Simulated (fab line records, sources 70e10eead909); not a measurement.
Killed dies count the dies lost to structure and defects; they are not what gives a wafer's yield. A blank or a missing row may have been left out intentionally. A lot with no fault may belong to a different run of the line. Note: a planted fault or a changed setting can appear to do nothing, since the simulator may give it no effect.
Which tool is to blame? + flow nand harc + 72 wafers from 24 lots sampled at 5 of the route's 1302 steps

## WHAT EACH GAUGE READ, for each wafer
NHARC_P_GATE_CD_MEAS_26: target cd 120 nm.
| lot  | measured     | on        | cd nm (nm)        |
|------|--------------|-----------|-------------------|
| L074 | day 5 15:50  | cd sem-01 | 120.5 120.7 120.3 |
| L075 | day 5 16:41  | cd sem-01 | 121.2 121.2 120.4 |
| L077 | day 6 09:10  | cd sem-03 | 120.8 120.9 120.9 |
| L076 | day 6 09:26  | cd sem-02 | 120.7 121.1 120.6 |
| L078 | day 6 20:47  | cd sem-02 | 120.7 121.4 120.8 |
| L079 | day 7 11:05  | cd sem-02 | 120.2 119.8 120.4 |
| L080 | day 7 14:52  | cd sem-01 | 120.2 120.3 120.4 |
| L081 | day 7 21:36  | cd sem-01 | 120.1 120.3 120.5 |
| L082 | day 8 10:46  | cd sem-01 | 120.5 120.2 119.7 |
| L083 | day 8 15:35  | cd sem-02 | 120.8 120.6 121.2 |
| L084 | day 9 10:25  | cd sem-03 | 120.7 120.7 120.9 |
| L085 | day 9 13:59  | cd sem-02 | 121.1 120.9 121.0 |
| L086 | day 10 00:05 | cd sem-01 | 120.0 120.7 120.7 |
| L087 | day 10 09:05 | cd sem-02 | 120.1 120.2 119.6 |
| L088 | day 11 01:28 | cd sem-01 | 119.9 119.8 119.5 |
| L089 | day 11 08:25 | cd sem-03 | 120.9 120.9 120.8 |
| L090 | day 12 00:32 | cd sem-03 | 120.7 120.9 120.7 |
| L091 | day 12 08:58 | cd sem-02 | 120.9 120.6 121.0 |
| L092 | day 12 15:00 | cd sem-02 | 120.4 119.8 120.7 |
| L093 | day 12 23:19 | cd sem-03 | 119.2 120.3 120.2 |
| L094 | day 13 05:19 | cd sem-01 | 120.5 120.2 120.8 |
| L095 | day 13 16:58 | cd sem-03 | 119.8 119.8 119.6 |
| L096 | day 14 06:19 | cd sem-03 | 120.1 120.1 120.6 |
| L097 | day 14 21:21 | cd sem-03 | 119.9 120.4 120.6 |

NHARC_P_CONTACT_CD_MEAS_12: target cd 90 nm.
| lot  | measured     | on        | cd nm (nm)     |
|------|--------------|-----------|----------------|
| L074 | day 6 13:49  | cd sem-01 | 89.8 90.0 90.3 |
| L075 | day 6 12:38  | cd sem-02 | 89.4 89.7 89.7 |
| L077 | day 7 05:22  | cd sem-02 | 89.7 89.7 90.2 |
| L076 | day 7 05:51  | cd sem-01 | 90.3 89.8 90.2 |
| L078 | day 7 18:58  | cd sem-01 | 90.1 89.7 89.5 |
| L079 | day 8 09:28  | cd sem-02 | 89.6 89.8 89.7 |
| L080 | day 8 10:59  | cd sem-02 | 89.6 90.1 89.7 |
| L081 | day 8 17:32  | cd sem-01 | 89.8 90.1 90.0 |
| L082 | day 9 07:01  | cd sem-02 | 90.1 89.3 89.7 |
| L083 | day 9 11:32  | cd sem-02 | 90.1 90.9 90.2 |
| L084 | day 10 06:26 | cd sem-01 | 90.0 90.5 89.9 |
| L085 | day 10 11:59 | cd sem-01 | 90.6 90.8 90.6 |
| L086 | day 10 20:04 | cd sem-03 | 90.8 90.2 90.6 |
| L087 | day 11 05:29 | cd sem-01 | 90.4 90.4 90.1 |
| L088 | day 11 22:22 | cd sem-03 | 89.8 89.9 89.3 |
| L089 | day 12 04:15 | cd sem-03 | 89.0 90.0 89.4 |
| L090 | day 12 20:41 | cd sem-03 | 88.7 89.2 88.6 |
| L091 | day 13 04:50 | cd sem-01 | 90.5 90.4 91.0 |
| L092 | day 13 11:00 | cd sem-01 | 90.4 91.3 91.1 |
| L093 | day 13 19:39 | cd sem-03 | 90.7 90.6 90.5 |
| L094 | day 14 01:20 | cd sem-03 | 89.5 89.4 89.7 |
| L095 | day 14 13:01 | cd sem-02 | 89.4 90.3 90.1 |
| L096 | day 15 02:23 | cd sem-02 | 90.1 90.8 90.9 |
| L097 | day 15 17:45 | cd sem-02 | 89.7 89.5 90.0 |

## TOOL THAT RAN EACH LOT (tool first, then ch and the chambers of the sampled wafers, then the start)
| lot  | NHARC_P_GATE_HM_DEP_102       | NHARC_P_GATE_ETCH_114                         | NHARC_P_GATE_RTA_82              |
|------|-------------------------------|-----------------------------------------------|----------------------------------|
| L074 | acl dep-01 ch 0, day 5 14:37  | rie diel-08 ch 1,2,3, day 6 12:08 or earlier  | rtp anneal-02 ch 0, day 6 12:08  |
| L075 | acl dep-01 ch 0, day 5 15:16  | rie diel-11 ch 0,1,2, day 6 10:50 or earlier  | rtp anneal-01 ch 0, day 6 10:50  |
| L077 | acl dep-01 ch 0, day 6 07:48  | rie diel-11 ch 1,2,3, day 7 03:33 or earlier  | rtp anneal-01 ch 0, day 7 03:33  |
| L076 | acl dep-02 ch 0, day 6 08:06  | rie diel-08 ch 0,1,2, day 7 03:57 or earlier  | rtp anneal-02 ch 0, day 7 03:57  |
| L078 | acl dep-03 ch 0, day 6 19:36  | rie diel-11 ch 0,1,3, day 7 17:11 or earlier  | rtp anneal-02 ch 0, day 7 17:11  |
| L079 | acl dep-03 ch 0, day 7 09:56  | rie diel-08 ch 0,1,3, day 8 07:51 or earlier  | rtp anneal-01 ch 0, day 8 07:51  |
| L080 | acl dep-01 ch 0, day 7 13:49  | rie diel-09 ch 0,1,2, day 8 09:15 or earlier  | rtp anneal-02 ch 0, day 8 09:15  |
| L081 | acl dep-01 ch 0, day 7 20:16  | rie diel-11 ch 2,3, day 8 15:44 or earlier    | rtp anneal-02 ch 0, day 8 15:44  |
| L082 | acl dep-03 ch 0, day 8 09:39  | rie diel-11 ch 0,1, day 9 05:07 or earlier    | rtp anneal-01 ch 0, day 9 05:07  |
| L083 | acl dep-01 ch 0, day 8 14:14  | rie diel-11 ch 0,1, day 9 09:51 or earlier    | rtp anneal-01 ch 0, day 9 09:51  |
| L084 | acl dep-02 ch 0, day 9 09:09  | rie diel-11 ch 0,1, day 10 04:46 or earlier   | rtp anneal-01 ch 0, day 10 04:46 |
| L085 | acl dep-03 ch 0, day 9 12:44  | rie diel-08 ch 0,2,3, day 10 10:21 or earlier | rtp anneal-01 ch 0, day 10 10:21 |
| L086 | acl dep-01 ch 0, day 9 22:52  | rie diel-11 ch 1,2,3, day 10 18:23 or earlier | rtp anneal-02 ch 0, day 10 18:23 |
| L087 | acl dep-01 ch 0, day 10 07:46 | rie diel-08 ch 0,2, day 11 03:28 or earlier   | rtp anneal-02 ch 0, day 11 03:28 |
| L088 | acl dep-03 ch 0, day 11 00:08 | rie diel-09 ch 0,1,3, day 11 20:33 or earlier | rtp anneal-02 ch 0, day 11 20:33 |
| L089 | acl dep-03 ch 0, day 11 07:17 | rie diel-11 ch 1,2,3, day 12 02:30 or earlier | rtp anneal-02 ch 0, day 12 02:30 |
| L090 | acl dep-02 ch 0, day 11 23:18 | rie diel-11 ch 2,3, day 12 18:54 or earlier   | rtp anneal-02 ch 0, day 12 18:54 |
| L091 | acl dep-03 ch 0, day 12 07:56 | rie diel-09 ch 1,2,3, day 13 03:11 or earlier | rtp anneal-02 ch 0, day 13 03:11 |
| L092 | acl dep-03 ch 0, day 12 13:53 | rie diel-09 ch 1,2, day 13 09:13 or earlier   | rtp anneal-02 ch 0, day 13 09:13 |
| L093 | acl dep-03 ch 0, day 12 22:04 | rie diel-08 ch 2,3, day 13 17:53 or earlier   | rtp anneal-02 ch 0, day 13 17:53 |
| L094 | acl dep-03 ch 0, day 13 04:19 | rie diel-09 ch 1,2,3, day 13 23:34 or earlier | rtp anneal-01 ch 0, day 13 23:34 |
| L095 | acl dep-02 ch 0, day 13 15:12 | rie diel-08 ch 1,2, day 14 11:13 or earlier   | rtp anneal-01 ch 0, day 14 11:13 |
| L096 | acl dep-02 ch 0, day 14 04:58 | rie diel-09 ch 0,1,2, day 15 00:34 or earlier | rtp anneal-02 ch 0, day 15 00:34 |
| L097 | acl dep-02 ch 0, day 14 20:05 | rie diel-08 ch 1,3, day 15 15:57 or earlier   | rtp anneal-01 ch 0, day 15 15:57 |
- NHARC_P_GATE_HM_DEP_102: deposits aC, target thk 120 nm.
- NHARC_P_GATE_ETCH_114: etches the open film in CF4/O2, target depth 30 nm, overetch 3 nm, time 16.5 s.
- NHARC_P_GATE_RTA_82: time 30 s.

## AS READ BY THE TOOLS THEMSELVES (means over the sampled wafers that have a number; for cases with no such wafer, the mark the record gives instead)
NHARC_P_GATE_HM_DEP_102.
| lot  | tool       | throttle valve pct (%) |
|------|------------|------------------------|
| L074 | acl dep-01 | 34.996                 |
| L075 | acl dep-01 | 35.006                 |
| L077 | acl dep-01 | 34.997                 |
| L076 | acl dep-02 | 34.995                 |
| L078 | acl dep-03 | 35.010                 |
| L079 | acl dep-03 | 34.993                 |
| L080 | acl dep-01 | 34.999                 |
| L081 | acl dep-01 | 34.996                 |
| L082 | acl dep-03 | 35.002                 |
| L083 | acl dep-01 | 34.996                 |
| L084 | acl dep-02 | 35.000                 |
| L085 | acl dep-03 | 34.995                 |
| L086 | acl dep-01 | 35.001                 |
| L087 | acl dep-01 | 34.996                 |
| L088 | acl dep-03 | 34.999                 |
| L089 | acl dep-03 | 34.996                 |
| L090 | acl dep-02 | 35.002                 |
| L091 | acl dep-03 | 34.998                 |
| L092 | acl dep-03 | 34.995                 |
| L093 | acl dep-03 | 34.997                 |
| L094 | acl dep-03 | 34.997                 |
| L095 | acl dep-02 | 34.992                 |
| L096 | acl dep-02 | 35.010                 |
| L097 | acl dep-02 | 35.008                 |

NHARC_P_GATE_ETCH_114.
| lot  | tool        | drypump motor current A (A) | oes_o_777_au (a.u.) | oes product au (a.u.) | rf vpp V (V) | showerhead plenum p Torr (Torr) | throttle valve pct (%) |
|------|-------------|-----------------------------|---------------------|-----------------------|--------------|---------------------------------|------------------------|
| L074 | rie diel-08 | 5.4                         | 0.997               | 1.000                 | 197.5        | 1.35                            | 13.393                 |
| L075 | rie diel-11 | 5.9                         | 1.003               | 1.003                 | 197.5        | 1.33                            | 13.400                 |
| L077 | rie diel-11 | 6.3                         | 1.004               | 1.008                 | 197.5        | 1.33                            | 13.402                 |
| L076 | rie diel-08 | 5.6                         | 1.001               | 0.997                 | 198.1        | 1.31                            | 13.401                 |
| L078 | rie diel-11 | 6.1                         | 1.004               | 1.008                 | 197.7        | 1.35                            | 13.403                 |
| L079 | rie diel-08 | 5.5                         | 1.000               | 0.998                 | 198.2        | 1.34                            | 13.393                 |
| L080 | rie diel-09 | 5.2                         | 1.003               | 0.997                 | 198.9        | 1.40                            | 13.404                 |
| L081 | rie diel-11 | 6.0                         | 1.002               | 1.010                 | 197.6        | 1.32                            | 13.392                 |
| L082 | rie diel-11 | 6.2                         | 1.001               | 1.009                 | 197.8        | 1.34                            | 13.396                 |
| L083 | rie diel-11 | 6.2                         | 1.000               | 1.002                 | 198.1        | 1.34                            | 13.406                 |
| L084 | rie diel-11 | 5.7                         | 1.003               | 1.001                 | 198.5        | 1.35                            | 13.393                 |
| L085 | rie diel-08 | 5.6                         | 0.999               | 1.001                 | 196.0        | 1.29                            | 13.395                 |
| L086 | rie diel-11 | 6.3                         | 1.002               | 1.002                 | 197.8        | 1.33                            | 13.398                 |
| L087 | rie diel-08 | 5.8                         | 0.997               | 1.000                 | 195.8        | 1.25                            | 13.402                 |
| L088 | rie diel-09 | 5.5                         | 1.003               | 1.005                 | 199.8        | 1.40                            | 13.393                 |
| L089 | rie diel-11 | 6.3                         | 0.999               | 0.998                 | 198.0        | 1.33                            | 13.397                 |
| L090 | rie diel-11 | 6.0                         | 0.999               | 1.000                 | 198.4        | 1.32                            | 13.402                 |
| L091 | rie diel-09 | 5.3                         | 0.999               | 0.995                 | 198.8        | 1.41                            | 13.393                 |
| L092 | rie diel-09 | 5.1                         | 0.999               | 0.997                 | 199.3        | 1.42                            | 13.401                 |
| L093 | rie diel-08 | 5.4                         | 1.003               | 0.997                 | 198.0        | 1.32                            | 13.399                 |
| L094 | rie diel-09 | 5.3                         | 0.996               | 1.000                 | 198.7        | 1.41                            | 13.397                 |
| L095 | rie diel-08 | 5.3                         | 1.003               | 0.998                 | 199.3        | 1.37                            | 13.396                 |
| L096 | rie diel-09 | 5.2                         | 1.000               | 0.998                 | 199.0        | 1.40                            | 13.400                 |
| L097 | rie diel-08 | 5.3                         | 1.004               | 0.996                 | 198.3        | 1.37                            | 13.390                 |

NHARC_P_GATE_RTA_82.
| lot  | tool          | lamp power pct (%) | lamp_zone_6_pct (%) | wafer_temp_C_max |
|------|---------------|--------------------|---------------------|------------------|
| L074 | rtp anneal-02 | 4.000              | 3.970               | 452.0            |
| L075 | rtp anneal-01 | 4.026              | 3.991               | 453.0            |
| L077 | rtp anneal-01 | 4.026              | 3.992               | 453.0            |
| L076 | rtp anneal-02 | 4.004              | 3.974               | 452.8            |
| L078 | rtp anneal-02 | 4.006              | 3.970               | 452.8            |
| L079 | rtp anneal-01 | 4.028              | 3.997               | 452.4            |
| L080 | rtp anneal-02 | 4.005              | 3.976               | 452.7            |
| L081 | rtp anneal-02 | 4.008              | 3.974               | 452.2            |
| L082 | rtp anneal-01 | 4.026              | 3.994               | 453.1            |
| L083 | rtp anneal-01 | 4.026              | 3.991               | 453.0            |
| L084 | rtp anneal-01 | 4.027              | 3.996               | 453.2            |
| L085 | rtp anneal-01 | 4.025              | 3.991               | 452.5            |
| L086 | rtp anneal-02 | 4.006              | 3.972               | 453.1            |
| L087 | rtp anneal-02 | 4.004              | 3.970               | 453.1            |
| L088 | rtp anneal-02 | 4.004              | 3.971               | 453.2            |
| L089 | rtp anneal-02 | 4.006              | 3.977               | 452.5            |
| L090 | rtp anneal-02 | 4.005              | 3.975               | 452.8            |
| L091 | rtp anneal-02 | 4.002              | 3.969               | 452.8            |
| L092 | rtp anneal-02 | 4.003              | 3.971               | 452.8            |
| L093 | rtp anneal-02 | 4.006              | 3.971               | 452.6            |
| L094 | rtp anneal-01 | 4.022              | 3.994               | 453.3            |
| L095 | rtp anneal-01 | 4.019              | 3.993               | 452.5            |
| L096 | rtp anneal-02 | 4.003              | 3.971               | 452.5            |
| L097 | rtp anneal-01 | 4.022              | 3.994               | 452.3            |

## THE ANSWER, worked out from the rows above alone
Rule: what is usual is taken from the lots themselves. The widest of any qualifying gaps counts: lots, ordered by their means at a reading, are off when they make up no more than a third of the lots, leave a main group of 4 or more, and stand apart from it by 3 or more times the standard deviation of that group's means. Not used: any main group whose means are identical at the precision the tables above print for the reading. Also off: a lot with no number at a reading for which 4 or more lots have one. The other lots that the step has rows for count as sound. First the gauges in route order, then the tools' own readings, where a lot's mean is used as printed above. At the first step where some lot is off, the reading lying furthest off is the one used; lots without a number count as furthest.
No lot is off on any of the readings shown, so nothing can be concluded from this.

## WHAT THE SIMULATOR HAD INSERTED
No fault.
